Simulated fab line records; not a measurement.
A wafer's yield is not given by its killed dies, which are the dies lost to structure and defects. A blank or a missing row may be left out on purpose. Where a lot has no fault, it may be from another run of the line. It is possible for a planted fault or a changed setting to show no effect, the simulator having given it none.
Chamber matching || flow nand_harc || rie_diel-09 running NHARC_A_STAIRCASE_ETCH_253: 4 sister chambers
The step etches the open film in C4F8/O2, target depth 50 nm, time 20.2 s. 22 wafers are shown with their chamber, then 11 later ones without.

WAFERS PAIRED WITH THEIR CHAMBERS
{"wafer": "L075.1", "chamber": 2, "rf_fwd_power_W (W)": 593, "rf_vpp_V (V)": 887, "oes_product_au (a.u.)": 0.951}
{"wafer": "L075.2", "chamber": 0, "rf_fwd_power_W (W)": 594, "rf_vpp_V (V)": 905, "oes_product_au (a.u.)": 0.939}
{"wafer": "L075.5", "chamber": 2, "rf_fwd_power_W (W)": 590, "rf_vpp_V (V)": 886, "oes_product_au (a.u.)": 0.949}
{"wafer": "L074.1", "chamber": 2, "rf_fwd_power_W (W)": 589, "rf_vpp_V (V)": 886, "oes_product_au (a.u.)": 0.986}
{"wafer": "L074.4", "chamber": 0, "rf_fwd_power_W (W)": 594, "rf_vpp_V (V)": 907, "oes_product_au (a.u.)": 0.963}
{"wafer": "L074.6", "chamber": 0, "rf_fwd_power_W (W)": 594, "rf_vpp_V (V)": 905, "oes_product_au (a.u.)": 0.950}
{"wafer": "L076.2", "chamber": 3, "rf_fwd_power_W (W)": 588, "rf_vpp_V (V)": 894, "oes_product_au (a.u.)": 0.917}
{"wafer": "L076.5", "chamber": 1, "rf_fwd_power_W (W)": 585, "rf_vpp_V (V)": 895, "oes_product_au (a.u.)": 0.908}
{"wafer": "L076.6", "chamber": 0, "rf_fwd_power_W (W)": 592, "rf_vpp_V (V)": 903, "oes_product_au (a.u.)": 0.939}
{"wafer": "L077.2", "chamber": 0, "rf_fwd_power_W (W)": 593, "rf_vpp_V (V)": 904, "oes_product_au (a.u.)": 0.962}
{"wafer": "L077.3", "chamber": 3, "rf_fwd_power_W (W)": 588, "rf_vpp_V (V)": 893, "oes_product_au (a.u.)": 0.947}
{"wafer": "L077.6", "chamber": 0, "rf_fwd_power_W (W)": 593, "rf_vpp_V (V)": 903, "oes_product_au (a.u.)": 0.960}
{"wafer": "L082.3", "chamber": 2, "rf_fwd_power_W (W)": 591, "rf_vpp_V (V)": 885, "oes_product_au (a.u.)": 0.980}
{"wafer": "L082.5", "chamber": 1, "rf_fwd_power_W (W)": 586, "rf_vpp_V (V)": 894, "oes_product_au (a.u.)": 0.967}
{"wafer": "L082.6", "chamber": 2, "rf_fwd_power_W (W)": 589, "rf_vpp_V (V)": 886, "oes_product_au (a.u.)": 0.966}
{"wafer": "L084.1", "chamber": 3, "rf_fwd_power_W (W)": 589, "rf_vpp_V (V)": 893, "oes_product_au (a.u.)": 0.944}
{"wafer": "L084.3", "chamber": 1, "rf_fwd_power_W (W)": 585, "rf_vpp_V (V)": 895, "oes_product_au (a.u.)": 0.953}
{"wafer": "L084.5", "chamber": 1, "rf_fwd_power_W (W)": 587, "rf_vpp_V (V)": 893, "oes_product_au (a.u.)": 0.958}
{"wafer": "L089.2", "chamber": 3, "rf_fwd_power_W (W)": 594, "rf_vpp_V (V)": 893, "oes_product_au (a.u.)": 0.978}
{"wafer": "L089.3", "chamber": 1, "rf_fwd_power_W (W)": 586, "rf_vpp_V (V)": 896, "oes_product_au (a.u.)": 0.964}
{"wafer": "L089.4", "chamber": 2, "rf_fwd_power_W (W)": 587, "rf_vpp_V (V)": 908, "oes_product_au (a.u.)": 0.947}
{"wafer": "L087.1", "chamber": 2, "rf_fwd_power_W (W)": 590, "rf_vpp_V (V)": 904, "oes_product_au (a.u.)": 0.948}

SIGNATURES (means of the wafers above)
{"reading": "rf_fwd_power_W", "chamber 0": 593.33, "chamber 1": 585.80, "chamber 2": 589.86, "chamber 3": 589.75, "scatter within a chamber": 1.7}
{"reading": "rf_vpp_V", "chamber 0": 904.50, "chamber 1": 894.60, "chamber 2": 891.71, "chamber 3": 893.25, "scatter within a chamber": 5.77}
{"reading": "oes_product_au", "chamber 0": 0.95217, "chamber 1": 0.95000, "chamber 2": 0.96100, "chamber 3": 0.94650, "scatter within a chamber": 0.0189}
Rule: a wafer lies at a distance from a chamber equal to the root of the sum of squares, over the readings, of (its reading less the chamber's mean, divided by the reading's scatter). The wafer belongs to the nearest chamber; if the next one is less than 2 further off, it can't be placed. The scatter: take each reading less its chamber's mean, square it, sum over the shown wafers, divide by the number of wafers less the number of chambers, and take the root.

WAFERS MISSING THEIR CHAMBER
{"wafer": "L087.2", "rf_fwd_power_W (W)": 591, "rf_vpp_V (V)": 894, "oes_product_au (a.u.)": 0.962}
{"wafer": "L087.6", "rf_fwd_power_W (W)": 594, "rf_vpp_V (V)": 903, "oes_product_au (a.u.)": 0.952}
{"wafer": "L090.2", "rf_fwd_power_W (W)": 584, "rf_vpp_V (V)": 895, "oes_product_au (a.u.)": 0.969}
{"wafer": "L090.5", "rf_fwd_power_W (W)": 585, "rf_vpp_V (V)": 894, "oes_product_au (a.u.)": 0.974}
{"wafer": "L090.6", "rf_fwd_power_W (W)": 593, "rf_vpp_V (V)": 907, "oes_product_au (a.u.)": 0.961}
{"wafer": "L094.2", "rf_fwd_power_W (W)": 590, "rf_vpp_V (V)": 905, "oes_product_au (a.u.)": 0.953}
{"wafer": "L094.4", "rf_fwd_power_W (W)": 592, "rf_vpp_V (V)": 892, "oes_product_au (a.u.)": 0.950}
{"wafer": "L094.5", "rf_fwd_power_W (W)": 592, "rf_vpp_V (V)": 903, "oes_product_au (a.u.)": 0.957}
{"wafer": "L095.1", "rf_fwd_power_W (W)": 594, "rf_vpp_V (V)": 904, "oes_product_au (a.u.)": 0.948}
{"wafer": "L095.2", "rf_fwd_power_W (W)": 590, "rf_vpp_V (V)": 904, "oes_product_au (a.u.)": 0.954}
{"wafer": "L095.5", "rf_fwd_power_W (W)": 590, "rf_vpp_V (V)": 906, "oes_product_au (a.u.)": 0.952}

WHICH CHAMBER EACH ONE RAN IN
{"wafer": "L087.2", "from the rows above": "can't be placed: 2 or 3 or 0", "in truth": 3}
{"wafer": "L087.6", "from the rows above": 0, "in truth": 0}
{"wafer": "L090.2", "from the rows above": 1, "in truth": 1}
{"wafer": "L090.5", "from the rows above": "can't be placed: 1 or 2 or 3", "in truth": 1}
{"wafer": "L090.6", "from the rows above": 0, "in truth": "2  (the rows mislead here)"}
{"wafer": "L094.2", "from the rows above": "can't be placed: 0 or 3 or 2 or 1", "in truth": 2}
{"wafer": "L094.4", "from the rows above": "can't be placed: 3 or 2 or 0", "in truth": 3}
{"wafer": "L094.5", "from the rows above": "can't be placed: 0 or 3 or 2", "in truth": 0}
{"wafer": "L095.1", "from the rows above": 0, "in truth": 0}
{"wafer": "L095.2", "from the rows above": "can't be placed: 3 or 0 or 2 or 1", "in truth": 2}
{"wafer": "L095.5", "from the rows above": "can't be placed: 0 or 3 or 2 or 1", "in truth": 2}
Correctly placed: 3 of 11. Unplaceable from these rows: 7, with the true chamber sitting among the candidates in 7. Placed wrongly: 1.
